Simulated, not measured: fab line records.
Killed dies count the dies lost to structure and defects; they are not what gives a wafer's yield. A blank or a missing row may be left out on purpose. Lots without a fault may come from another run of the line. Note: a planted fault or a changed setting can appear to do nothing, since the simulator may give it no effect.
fab line records	flow nand-harc
[record] lots = 6	wafers = 18	last-day = 24
route steps=1159 shown A_CONTACT@861 END@1159
lots that met no fault: taken from a fault-free run of the same line
start-h: the number of hours between the record's first day and the start of the first shown wafer of the lot	wait-h: hours elapsed since this lot's preceding step	" unchanged from the row above	L1.1+2: a row that stands for several wafers	- either no value or no given start	* or withheld: withheld	< > ~ a bound
route shown NAME@n: NAME is a module with steps in the file, n the number in the route of the first one	usual: mean and standard deviation over wafers with no fault	same: alike in all rows	chamber/n: place in a boat	sites: the reading at each site	_std_site: their standard deviation	_edge_site: mean of outer sites minus mean of inner sites	radius-mm: for every site, how far away it sits from the centre of the wafer	mask NAME#n: copy n	behind: tool/chamber where the wafer was last shaped	hold: the reason the lot was held/the length of the hold in hours/how it ended	device: names the non-switching transistor (n, p or np)	end of line: the route-end tests of the same wafers	for a step that has no rows: nothing shown but its recipe	killed: dies that structure and defects cost at the first sort, which is not the same as the wafer's yield	map: a wafer's dies, marking killed ones x, the rest . and places with no die _
set.NAME: setting as actually run; set.NAME@STEP: the setting as run at that earlier step	model.NAME: the simulator's own value behind a step, which no gauge read
certain route steps with their lots: each step a table, each wafer a row
services: the hour from which a tool's chamber was out of use, counted from the record's first day as start-h (under 0 if before that day), plus the number of hours and why
[[steps]]
[step NHARC_A_CONTACT_ETCH_51]
[recipe] target-depth-a = 36000	over-etch-frac = 0.3	time-s = 936	ion-energy-ev = 150	o2-flow-sccm = 400	cos-flow-sccm = 20	ar-flow-sccm = 0	rf-w = 500	bias-w = 300	chemistry = O2/COS
[step NHARC_A_CONTACT_ETCH_111]
[recipe] source-w = withheld	pressure-mtorr = 20	bias-v = withheld	time-s = 140	target-depth-a = 7000	ar-flow-sccm = withheld	c4f8-flow-sccm = withheld	o2-flow-sccm = withheld	chemistry = C4F8/O2/Ar
[step NHARC_A_CONTACT_ETCH_112]
[recipe] source-w = withheld	pressure-mtorr = 20	bias-v = 3000	time-s = 94	target-depth-a = 9220	ar-flow-sccm = withheld	c4f8-flow-sccm = withheld	o2-flow-sccm = withheld	chemistry = C4F8/O2/Ar
[step NHARC_A_CONTACT_ETCH_113]
[recipe] source-w = withheld	pressure-mtorr = 20	bias-v = 3000	time-s = 94	target-depth-a = 9220	ar-flow-sccm = withheld	c4f8-flow-sccm = withheld	o2-flow-sccm = withheld	chemistry = C4F8/O2/Ar
[step NHARC_A_CONTACT_ETCH_114]
[recipe] source-w = withheld	pressure-mtorr = 20	bias-v = 3000	time-s = 94	target-depth-a = 9220	ar-flow-sccm = withheld	c4f8-flow-sccm = withheld	o2-flow-sccm = withheld	chemistry = C4F8/O2/Ar
[step NHARC_A_CONTACT_ETCH_115]
[recipe] source-w = withheld	pressure-mtorr = 20	bias-v = 3000	time-s = 94	target-depth-a = 9220	ar-flow-sccm = withheld	c4f8-flow-sccm = withheld	o2-flow-sccm = withheld	chemistry = C4F8/O2/Ar
lot.wafer	tool	chamber	start-h	wait-h	rf-hours-counter-h
L216.1	har-cap-etch-01	1	375.40	0.1	59
L216.2	"	0	"	"	59
L216.5	"	0	"	"	-
L218.2	har-cap-etch-02	1	391.87	0.1	15
L218.1	"	0	"	"	15
L218.3	"	1	"	"	-
L220.2	har-cap-etch-02	1	401.98	0.1	16
L220.5	"	0	"	"	-
L220.6	"	1	"	"	-
L221.1	har-cap-etch-02	1	428.39	0.1	20
L221.4	"	0	"	"	-
L221.3	"	1	"	"	-
L225.4	har-cap-etch-02	0	443.19	0.1	-
L225.6	"	0	"	"	-
L225.5	"	1	"	"	-
L233.2	har-cap-etch-01	1	494.67	0.1	79
L233.5	"	0	"	"	-
L233.6	"	1	"	"	-
[step NHARC_A_CONTACT_ETCH_116]
[recipe] source-w = withheld	pressure-mtorr = 20	bias-v = 3000	time-s = 94	target-depth-a = 9220	ar-flow-sccm = withheld	c4f8-flow-sccm = withheld	o2-flow-sccm = withheld	chemistry = C4F8/O2/Ar
[step NHARC_A_CONTACT_ETCH_117]
[recipe] source-w = withheld	pressure-mtorr = 20	bias-v = 3000	time-s = 94	target-depth-a = 9220	ar-flow-sccm = withheld	c4f8-flow-sccm = withheld	o2-flow-sccm = withheld	chemistry = C4F8/O2/Ar
[step NHARC_A_CONTACT_ETCH_118]
[recipe] source-w = withheld	pressure-mtorr = 20	bias-v = 3000	time-s = 94	target-depth-a = 9220	ar-flow-sccm = withheld	c4f8-flow-sccm = withheld	o2-flow-sccm = withheld	chemistry = C4F8/O2/Ar
lot.wafer	tool	chamber	start-h	wait-h	rf-hours-counter-h
L216.1	har-cap-etch-01	1	375.67	0.1	59
L216.2	"	0	"	"	59
L216.5	"	0	"	"	-
L218.2	har-cap-etch-02	1	392.14	0.1	15
L218.1	"	0	"	"	15
L218.3	"	1	"	"	-
L220.2	har-cap-etch-02	1	402.25	0.1	16
L220.5	"	0	"	"	-
L220.6	"	1	"	"	-
L221.1	har-cap-etch-02	1	428.66	0.1	20
L221.4	"	0	"	"	-
L221.3	"	1	"	"	-
L225.4	har-cap-etch-02	0	443.46	0.1	-
L225.6	"	0	"	"	-
L225.5	"	1	"	"	-
L233.2	har-cap-etch-01	1	494.94	0.1	79
L233.5	"	0	"	"	-
L233.6	"	1	"	"	-
[step NHARC_A_CONTACT_ETCH_119]
[recipe] source-w = withheld	pressure-mtorr = 20	bias-v = 3000	time-s = 94	target-depth-a = 9220	ar-flow-sccm = withheld	c4f8-flow-sccm = withheld	o2-flow-sccm = withheld	chemistry = C4F8/O2/Ar
lot.wafer	tool	chamber	start-h	wait-h	rf-hours-counter-h
L216.1	har-cap-etch-01	1	375.76	0.1	59
L216.2	"	0	"	"	59
L216.5	"	0	"	"	-
L218.2	har-cap-etch-02	1	392.23	0.1	15
L218.1	"	0	"	"	15
L218.3	"	1	"	"	-
L220.2	har-cap-etch-02	1	402.34	0.1	16
L220.5	"	0	"	"	-
L220.6	"	1	"	"	-
L221.1	har-cap-etch-02	1	428.75	0.1	21
L221.4	"	0	"	"	-
L221.3	"	1	"	"	-
L225.4	har-cap-etch-02	0	443.56	0.1	-
L225.6	"	0	"	"	-
L225.5	"	1	"	"	-
L233.2	har-cap-etch-01	1	495.03	0.1	79
L233.5	"	0	"	"	-
L233.6	"	1	"	"	-
[step NHARC_A_CONTACT_ETCH_120]
[recipe] source-w = withheld	pressure-mtorr = 20	bias-v = 3000	time-s = 94	target-depth-a = 9220	ar-flow-sccm = withheld	c4f8-flow-sccm = withheld	o2-flow-sccm = withheld	chemistry = C4F8/O2/Ar
[step NHARC_A_CONTACT_ETCH_121]
[recipe] source-w = withheld	pressure-mtorr = 20	bias-v = 3000	time-s = 94	target-depth-a = 9220	ar-flow-sccm = withheld	c4f8-flow-sccm = withheld	o2-flow-sccm = withheld	chemistry = C4F8/O2/Ar
[step NHARC_A_CONTACT_ETCH_122]
[recipe] source-w = withheld	pressure-mtorr = 20	bias-v = 3000	time-s = 95	target-depth-a = 9300	ar-flow-sccm = withheld	c4f8-flow-sccm = withheld	o2-flow-sccm = withheld	chemistry = C4F8/O2/Ar
lot.wafer	tool	chamber	start-h	wait-h	rf-hours-counter-h
L216.1	har-cap-etch-01	1	376.04	0.1	60
L216.2	"	0	"	"	60
L216.5	"	0	"	"	-
L218.2	har-cap-etch-02	1	392.51	0.1	15
L218.1	"	0	"	"	15
L218.3	"	1	"	"	-
L220.2	har-cap-etch-02	1	402.61	0.1	16
L220.5	"	0	"	"	-
L220.6	"	1	"	"	-
L221.1	har-cap-etch-02	1	429.02	0.1	21
L221.4	"	0	"	"	-
L221.3	"	1	"	"	-
L225.4	har-cap-etch-02	0	443.83	0.1	-
L225.6	"	0	"	"	-
L225.5	"	1	"	"	-
L233.2	har-cap-etch-01	1	495.30	0.1	79
L233.5	"	0	"	"	-
L233.6	"	1	"	"	-
[step NHARC_A_CONTACT_ETCH_123]
[recipe] source-w = withheld	pressure-mtorr = 20	bias-v = 400	time-s = 253	target-depth-a = 10900	ar-flow-sccm = withheld	c4f8-flow-sccm = 11.5	o2-flow-sccm = 7.2	chemistry = C4F8/O2/Ar
[step NHARC_A_CONTACT_ETCH_90]
[recipe] target-depth-a = 400	over-etch-frac = 0.5	time-s = 85.7	ion-energy-ev = 120	ch3f-flow-sccm = 50	o2-flow-sccm = 30	ar-flow-sccm = 200	rf-w = 500	bias-w = 100	chemistry = CH3F/O2
[step NHARC_A_CONTACT_ETCH_96]
[recipe] target-depth-a = 200	over-etch-frac = 0.5	time-s = 10	ion-energy-ev = 250	c4f6-flow-sccm = 25	o2-flow-sccm = 20	ar-flow-sccm = 500	rf-w = 600	bias-w = 500	chemistry = C4F6/O2
[step NHARC_A_CONTACT_CD_MEAS_53]
[usual] cd-nm = 189.6/0.82
lot.wafer	tool	chamber	start-h	wait-h	cd-nm
L216.1	cd-sem-02	-	376.95	-	189.2
L216.2	"	-	"	"	189.6
L216.5	"	-	"	"	189.9
L218.1	cd-sem-02	-	393.42	-	189.6
L218.2	"	-	"	"	189.6
L218.3	"	-	"	"	189.9
L220.2	cd-sem-01	-	403.51	-	189.1
L220.5	"	-	"	"	189.0
L220.6	"	-	"	"	189.6
L221.1	cd-sem-02	-	429.92	-	190.7
L221.3	"	-	"	"	190.1
L221.4	"	-	"	"	191.8
L225.4	cd-sem-02	-	444.73	-	190.7
L225.5	"	-	"	"	191.2
L225.6	"	-	"	"	189.9
L233.2	cd-sem-02	-	496.40	-	189.9
L233.5	"	-	"	"	189.7
L233.6	"	-	"	"	190.3
[step NHARC_A_CONTACT_STRIP_99]
[recipe] n2-flow-sccm = 150	h2-flow-sccm = 150	ar-flow-sccm = 0	bias-w = 0	chemistry = N2/H2
[step NHARC_A_CONTACT_STRIP_100]
[recipe] cf4-flow-sccm = 100	chf3-flow-sccm = 30	ar-flow-sccm = 0	bias-w = 0	chemistry = CF4/CHF3
[step NHARC_A_CONTACT_STRIP_101]
[recipe] o2-flow-sccm = 400	cos-flow-sccm = 20	ar-flow-sccm = 0	bias-w = 0	chemistry = O2/COS
[step NHARC_A_CONTACT_ETCH_102]
[recipe] target-depth-a = 700	overetch-a = 70	time-s = 38.5	ion-energy-ev = 100	cf4-flow-sccm = 80	o2-flow-sccm = 20	ar-flow-sccm = 0	rf-w = 300	bias-w = 100	chemistry = CF4/O2
[step NHARC_A_CONTACT_STRIP_55]
[recipe] o2-flow-sccm = 500	ar-flow-sccm = 0	bias-w = 0	chemistry = O2
[usual] drypump-motor-current-A = 5.8/0.37	oes-product-au = 0.998/0.0091	rf-vpp-V = 57.8/0.94	showerhead-plenum-p-Torr = 3.55/0.17	throttle-valve-pct = 17.037/0.0091
[same] bias-w = 0
lot.wafer	tool	chamber	start-h	wait-h	drypump-motor-current-A	oes-product-au	rf-hours-counter-h	rf-vpp-V	showerhead-plenum-p-Torr	throttle-valve-pct
L216.1	rie-diel-09	0	-	-	5.6	1.012	44	57.3	3.34	17.029
L216.2	"	1	"	"	5.2	0.988	41	57.7	3.67	17.043
L216.5	"	3	"	"	6.2	1.003	-	59.4	3.75	17.034
L218.2	rie-diel-10	3	-	-	5.5	0.986	5	58.1	3.55	17.036
L218.3	"	1	"	"	5.7	1.001	5	56.3	3.30	17.039
L218.1	"	2	"	"	6.7	1.005	5	59.2	3.70	17.061
L220.2	rie-diel-10	0	-	-	5.7	1.012	6	57.7	3.74	17.041
L220.6	"	0	"	"	5.7	1.010	-	58.6	3.74	17.044
L220.5	"	1	"	"	5.7	0.999	-	57.4	3.30	17.047
L221.1	rie-diel-10	0	-	-	5.7	1.013	10	58.3	3.74	17.040
L221.3	"	2	"	"	6.7	1.005	11	59.5	3.70	17.037
L221.4	"	3	"	"	5.5	1.003	10	57.7	3.55	17.030
L225.4	rie-diel-09	3	-	-	6.2	1.009	2	59.1	3.73	17.027
L225.5	"	3	"	"	6.2	1.008	-	57.4	3.73	17.047
L225.6	"	0	"	"	5.6	0.997	-	57.3	3.33	17.036
L233.2	rie-diel-09	1	-	-	5.2	0.996	21	57.7	3.65	17.035
L233.6	"	3	"	"	6.2	1.006	-	58.0	3.72	17.028
L233.5	"	0	"	"	5.6	1.002	-	57.4	3.32	17.032
[step NHARC_A_CONTACT_STRIP_56]
[recipe] time-s = 600	temp-c = 30	chemistry = post-etch-residue-remover
[step NHARC_A_CONTACT_DEP_57]
[recipe] target-thk-a = 28000	temp-c = 400	material = aC
[step NHARC_A_CONTACT_DEP_58]
[recipe] target-thk-a = 600	target-thk-nm = 60	temp-c = 400	pressure-torr = 3.5	flow-sccm = 200	rf-w = 350	material = SiON
[usual] chamber-pressure-Torr = 3.501/0.0082	heater-power-w = 724/100
lot.wafer	tool	chamber	start-h	wait-h	chamber-pressure-Torr	heater-power-w
L216.2	pecvd-02	1	379.65	1.2	3.485	726
L216.1	"	0	"	"	3.499	633
L216.5	"	0	"	"	3.507	633
L218.2	pecvd-03	1	397.37	1.3	3.505	679
L218.1	"	2	"	"	3.517	700
L218.3	"	0	"	"	3.508	655
L220.2	pecvd-02	2	406.26	1.2	3.501	1014
L220.6	"	0	"	"	3.499	664
L220.5	"	1	"	"	3.525	744
L221.1	pecvd-02	0	432.62	1.5	3.489	649
L221.3	"	2	"	"	3.497	983
L221.4	"	2	"	"	3.496	962
L225.6	pecvd-01	1	448.34	0.1	3.491	776
L225.4	"	2	"	"	3.498	748
L225.5	"	0	"	"	3.515	643
L233.2	pecvd-03	1	499.15	1.2	3.502	655
L233.6	"	0	"	"	3.510	714
L233.5	"	1	"	"	3.507	669
[step NHARC_A_CONTACT_DEHYDRATE_59]
[recipe] temp-c = 150	time-s = 120
[step NHARC_A_CONTACT_HMDS_60]
[recipe] time-s = 30
[step NHARC_A_CONTACT_COAT_61]
[recipe] temp-c = 260	time-s = 75
[step NHARC_A_CONTACT_COAT_62]
[recipe] temp-c = 225	time-s = 65
[step NHARC_A_CONTACT_COAT_63]
[recipe] spin-rpm = 1500	resist-thk-nm = 90
[step NHARC_A_CONTACT_SOFTBAKE_64]
[recipe] temp-c = 105	time-s = 55
[step NHARC_A_CONTACT_EBR_65]
[step NHARC_A_CONTACT_EXPOSE_66]
[recipe] na = 1.35	sigma-outer = 0.8	dose-mj = 59.02	mask-id = A_CC_2
[step NHARC_A_CONTACT_PEB_67]
[recipe] peb-temp-c = 100	peb-time-s = 65
[step NHARC_A_CONTACT_DEVELOP_68]
[recipe] develop-time-s = 35	dev-temp-c = 23
[step NHARC_A_CONTACT_CD_MEAS_69]
[recipe] target-cd-nm = 200	landing-energy-ev = 500
[usual] cd-nm = 200.1/0.54
lot.wafer	tool	chamber	start-h	wait-h	cd-nm
L216.1	cd-sem-02	0	380.37	-	200.1
L216.2	"	0	"	"	200.4
L216.5	"	0	"	"	200.1
L218.1	cd-sem-02	0	398.09	-	200.7
L218.2	"	0	"	"	200.6
L218.3	"	0	"	"	200.0
L220.2	cd-sem-01	0	406.92	-	200.0
L220.5	"	0	"	"	200.5
L220.6	"	0	"	"	200.3
L221.1	cd-sem-01	0	433.22	-	201.3
L221.3	"	0	"	"	200.6
L221.4	"	0	"	"	201.6
L225.4	cd-sem-02	0	448.99	-	199.7
L225.5	"	0	"	"	200.2
L225.6	"	0	"	"	200.7
L233.2	cd-sem-03	0	499.82	-	199.2
L233.5	"	0	"	"	199.7
L233.6	"	0	"	"	199.4
[step NHARC_A_CONTACT_OVL_MEAS_70]
[usual] overlay-x-nm = 0.1/0.69	overlay-y-nm = -0.1/0.76
lot.wafer	tool	chamber	start-h	wait-h	overlay-x-nm	overlay-y-nm
L216.1	overlay-01	-	380.45	-	-0.3	-0.7
L216.2	"	-	"	"	-0.5	-0.9
L216.5	"	-	"	"	-0.3	-0.5
L218.1	overlay-01	-	398.18	-	-0.4	-0.4
L218.2	"	-	"	"	-0.8	-0.6
L218.3	"	-	"	"	-0.9	-0.1
L220.2	overlay-01	-	407.01	-	-0.3	-1.2
L220.5	"	-	"	"	0.2	-0.9
L220.6	"	-	"	"	-0.2	-0.7
L221.1	overlay-01	-	433.30	-	1.0	1.0
L221.3	"	-	"	"	1.1	0.5
L221.4	"	-	"	"	1.0	0.7
L225.4	overlay-02	-	449.09	-	0.7	-0.9
L225.5	"	-	"	"	0.1	-0.2
L225.6	"	-	"	"	0.2	-0.9
L233.2	overlay-02	-	499.91	-	-0.1	0.8
L233.5	"	-	"	"	-0.7	0.7
L233.6	"	-	"	"	-0.5	0.5
[step NHARC_A_CONTACT_DESCUM_74]
[recipe] time-s = 3	o2-flow-sccm = 200	ar-flow-sccm = 0	bias-power-w = 0	chemistry = O2
[step NHARC_A_CONTACT_ETCH_75]
[recipe] target-depth-a = 390	over-etch-frac = 0.3	time-s = 65	ion-energy-ev = 80	cf4-flow-sccm = 150	ar-flow-sccm = 0	rf-w = 300	bias-w = 100	chemistry = CF4
[step NHARC_A_CONTACT_ETCH_76]
[recipe] target-depth-a = 2600	over-etch-frac = 0.3	time-s = 475.3	ion-energy-ev = 200	n2-flow-sccm = 150	h2-flow-sccm = 150	ar-flow-sccm = 0	rf-w = 400	bias-w = 150	chemistry = N2/H2
[step NHARC_A_CONTACT_ETCH_77]
[recipe] target-depth-a = 726	time-s = 36.3	cf4-flow-sccm = 100	chf3-flow-sccm = 30	ar-flow-sccm = 0	rf-w = 500	bias-w = 200	chemistry = CF4/CHF3
[step NHARC_END_SORT_01]
[recipe] temp-c = 25
[usual] killed-at-array = 25/9.7	killed-at-other = 0.7/0.87	killed-at-periphery = 3.3/2.3	killed-dies = 29/11	killed-open = 3.6/2.1	killed-short = 2.3/1.7
[same] gross-dies = 677
lot.wafer	tool	chamber	start-h	wait-h	killed-at-array	killed-at-other	killed-at-periphery	killed-dies	killed-open	killed-short
L218.1	prober-02	0	460.84	2.5	7	1	3	11	2	2
L218.2	prober-02	0	461.65	2.8	9	0	1	10	2	1
L218.3	prober-02	0	462.46	3.1	12	0	1	13	4	3
L220.2	prober-02	0	471.12	2.8	18	0	3	21	1	0
L220.5	prober-02	0	473.50	3.7	25	0	4	29	5	2
L220.6	prober-02	0	474.29	4.0	30	0	4	34	6	3
L221.4	prober-01	0	496.32	3.4	116	0	9	125	0	2
L225.4	prober-01	0	518.30	3.4	120	0	1	121	6	2
L225.6	prober-01	0	519.89	4.0	117	0	2	119	2	4
L233.6	prober-02	0	567.09	4.0	41	0	5	46	6	4
// killed by level:class
L218.1 A_CHANNEL_HOLE_D1:chamber-film-flake=2 P_M0:geometric-particle:open=1 A_CONTACT:geometric-particle:short=1 A_M1:geometric-particle:open=1 P_ZERO_WELL:chamber-film-flake=1 P_GATE:chamber-film-flake=1 STARTING-WAFER:geometric-particle:short=1 A_ZERO_WELL:chamber-film-flake=1
L218.2 A_STAIRCASE:chamber-film-flake=2 A_WL_FILL:geometric-particle:open=1 A_BLC:geometric-particle:open=1 A_M0:geometric-particle:short=1 P_ZERO_WELL:chamber-film-flake=1 A_ZERO_WELL:chamber-film-flake=1 A_CHANNEL_HOLE_D1:chamber-film-flake=1 A_CONTACT:chamber-film-flake=1
L218.3 A_CHANNEL_FILL_D1:geometric-particle:open=2 A_WL_FILL:geometric-particle:short=2 A_BLC:geometric-particle:open=2 A_CHANNEL_HOLE_D1:chamber-film-flake=2 A_CONTACT:chamber-film-flake=2 A_CHANNEL_FILL_D1:geometric-particle:short=1 P_BONDPAD:chamber-film-flake=1 A_M1:chamber-film-flake=1
L220.2 A_SLIT:chamber-film-flake=9 A_M0:chamber-film-flake=4 A_CHANNEL_HOLE_D1:chamber-film-flake=2 A_STAIRCASE:chamber-film-flake=2 P_M0:geometric-particle:open=1 P_STI:chamber-film-flake=1 P_GATE:chamber-film-flake=1 A_CONTACT:chamber-film-flake=1
L220.5 A_CHANNEL_HOLE_D1:chamber-film-flake=5 A_M0:chamber-film-flake=5 A_STAIRCASE:chamber-film-flake=4 A_CONTACT:chamber-film-flake=3 A_SOURCE_PLATE:geometric-particle:open=2 P_GATE:chamber-film-flake=2 A_SLIT:chamber-film-flake=2 P_M0:geometric-particle:open=1
L220.6 A_SLIT:chamber-film-flake=15 A_M0:chamber-film-flake=6 A_CONTACT:chamber-film-flake=3 P_M0:geometric-particle:open=2 A_CONTACT:geometric-particle:open=2 P_M1:geometric-particle:open=1 P_M2:geometric-particle:open=1 A_CONTACT:geometric-particle:short=1
L221.4 A_CONTACT:unspecified=105 P_ZERO_WELL:chamber-film-flake=4 P_GATE:chamber-film-flake=4 A_CONTACT:chamber-film-flake=3 A_BONDPAD:chamber-film-flake=3 A_WL_FILL:chamber-film-flake=2 A_WL_FILL:geometric-particle:short=1 A_M1:geometric-particle:short=1
L225.4 A_CONTACT:unspecified=107 A_WL_FILL:chamber-film-flake=3 A_CONTACT:geometric-particle:open=2 A_M0:geometric-particle:open=2 A_SGD_CUT:geometric-particle:open=1 A_WL_FILL:geometric-particle:short=1 A_CONTACT:geometric-particle:short=1 A_M1:geometric-particle:open=1
L225.6 A_CONTACT:unspecified=105 A_CHANNEL_HOLE_D1:chamber-film-flake=2 A_STAIRCASE:chamber-film-flake=2 A_WL_FILL:chamber-film-flake=2 A_CONTACT:chamber-film-flake=2 P_CONTACT:geometric-particle:open=1 P_M0:geometric-particle:short=1 A_ONON_D1:geometric-particle:short=1
L233.6 A_SLIT:chamber-film-flake=14 A_CHANNEL_HOLE_D1:chamber-film-flake=13 A_CONTACT:chamber-film-flake=5 P_M1:chamber-film-flake=4 A_ONON_D1:geometric-particle:short=3 A_CONTACT:geometric-particle:open=3 P_CONTACT:geometric-particle:open=1 A_CHANNEL_HOLE_D1:geometric-particle:short=1
// map L221.4 (x killed, . not)
____________.____________
_________......._________
_______..........._______
______.............______
_____..............._____
____.................____
____.................____
___x...x..............___
___...................___
__................x....__
__.....................__
_............x.........._
_..............x.....x.x_
_......................._
_....................x.._
_......................._
.x.......................
.................x.......
............xx...........
.....x.....xxx.x.........
........x.xxxx...........
_......x.xxxxxx........._
_........xxxxxxx..xx...._
_.x...xxxxxxxxxxx......._
_......xxxxxxxxx.....x.._
_......xxxxxxxxx......x._
__.....xxxxxxxxxx......__
__.....xxxxxxxxxx......__
___.....xxxxxxxx......___
___.....xxxxxxx.......___
____....xxxxxxx......____
____x..x.xxxxx.......____
_____x..x..x.x......_____
______......x....x.______
_______..........._______
_________......._________
____________.____________
// map L225.4 (x killed, . not)
____________.____________
_________......._________
_______..........._______
______.............______
_____..............._____
____.................____
____..........xx.....____
___....x..............___
___...................___
__.....................__
__..........x..........__
_....................x.._
_......................._
_......................._
_....x.................._
_......................._
......................x..
......................x..
............x............
..........xxx.x..........
........xxxxxxxxx........
_......xxxxxxx.........._
_.......xxxxxxx........._
_......xxxxxxxxx....x..._
_.....xxxxxxxxx.x......._
_.....xxxxxxxxxx........_
__....xxxxxxxxxxx......__
__......xxxxxxxx......x__
___...x.xxxxxxxx......___
___.x...xxxxxxxx......___
____....xxxxxxx......____
____.....xxx.xx......____
_____.....x.xxx....._____
______.....x.......______
_______..........._______
_________......._________
____________.____________
[[services]]
tool	chamber	start-h	hours	kind
rie-diel-10	-	353.58	9.0	pm
rie-diel-10	0	353.58	9.0	vent-cycle
rie-diel-10	1	353.58	9.0	vent-cycle
rie-diel-10	2	353.58	9.0	vent-cycle
rie-diel-10	3	353.58	9.0	vent-cycle
rie-diel-09	0	361.44	-	clean
rie-diel-09	1	361.44	-	clean
rie-diel-09	2	361.44	-	clean
rie-diel-09	3	361.44	-	clean
rie-diel-10	0	362.58	-	clean
rie-diel-10	1	362.58	-	clean
pecvd-01	-	398.70	2.1	repair
rie-diel-09	2	401.69	12.6	repair
har-cap-etch-02	-	408.66	1.6	repair
pecvd-01	-	411.71	0.6	repair
pecvd-01	-	418.51	13.0	pm
rie-diel-09	2	428.25	14.1	repair
rie-diel-09	-	431.26	9.0	pm
pecvd-01	-	452.34	6.1	repair
rie-diel-09	3	453.44	1.9	repair
rie-diel-09	-	461.79	0.3	repair
rie-diel-10	2	462.02	18.7	repair
pecvd-03	-	473.07	13.0	pm
pecvd-01	-	488.28	0.4	repair
[[key]]
[first-sign] step = NHARC_END_SORT_01	reading = killed-at-array	direction = up	sigmas = 9.5	usual = 25	struck = 118
[effect] step = NHARC_END_SORT_01	reading = killed-dies	direction = up	sigmas = 8.8	usual = 29	struck = 122
[more-kills-born-at] NHARC_A_CONTACT_ETCH_122@har-cap-etch-02 = 317
met-at NHARC_A_CONTACT_ETCH_122
struck-wafers L221.4,L225.4,L225.6
tester-left-out L221,L225
onset-between 402.61 429.02
[fault] kind = chamber-particle-source	tool = har-cap-etch-02	chamber = 0	onset-h = 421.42	steps = NHARC_A_CONTACT_ETCH_122	rate-per-visit-cm2 = 1.9165	end-h = 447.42
// tester-left-out: of these lots the tester's yield and bins aren't shown, on N5 and GAA mostly nor the transistor test; their killed dies are dies lost to structure and defects alone, not to doping, threshold or leakage, so they don't give the yield
